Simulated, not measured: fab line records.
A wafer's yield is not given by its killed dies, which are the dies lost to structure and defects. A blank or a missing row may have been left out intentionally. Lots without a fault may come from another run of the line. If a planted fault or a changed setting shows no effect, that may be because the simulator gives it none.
Matching of chambers + flow n5_finfet + N5_BEOL_M1_PRE_CLEAN_60 on cvd_co-02: 3 sister chambers
The step time 15 s. 6 wafers are shown with their chamber, then 7 later ones without.

EACH WAFER AND ITS CHAMBER
| wafer  | chamber | heater_power_w (W) |
|--------|---------|--------------------|
| L416.6 | 1       | 60                 |
| L418.1 | 0       | 116                |
| L418.2 | 1       | 60                 |
| L418.6 | 2       | 85                 |
| L421.1 | 0       | 116                |
| L421.2 | 2       | 88                 |

WAFERS MISSING THEIR CHAMBER
| wafer  | heater_power_w (W) |
|--------|--------------------|
| L421.3 | 59                 |
| L427.2 | 89                 |
| L427.3 | 58                 |
| L427.5 | 116                |
| L429.4 | 58                 |
| L429.5 | 87                 |
| L429.6 | 118                |

WHICH CHAMBER EACH ONE RAN IN
| wafer  | from the rows above | in truth |
|--------|---------------------|----------|
| L421.3 | 1                   | 1        |
| L427.2 | 2                   | 2        |
| L427.3 | 1                   | 1        |
| L427.5 | 0                   | 0        |
| L429.4 | 1                   | 1        |
| L429.5 | 2                   | 2        |
| L429.6 | 0                   | 0        |
Placed correctly: 7 of 7. Can't be placed from these rows: 0. Number placed wrongly: 0.
How it was worked out, from the rows above alone: a wafer's distance from a chamber is the root of the sum, over the readings, of the square of ((its reading less the chamber's mean) divided by the reading's scatter). The wafer belongs to the nearest chamber; if the next one is less than 2 further off, it can't be placed. Each chamber's mean is taken over the wafers shown for it. The scatter is the square root of a quotient: the sum, over the shown wafers, of each reading's squared deviation from its chamber's mean, divided by wafers minus chambers.
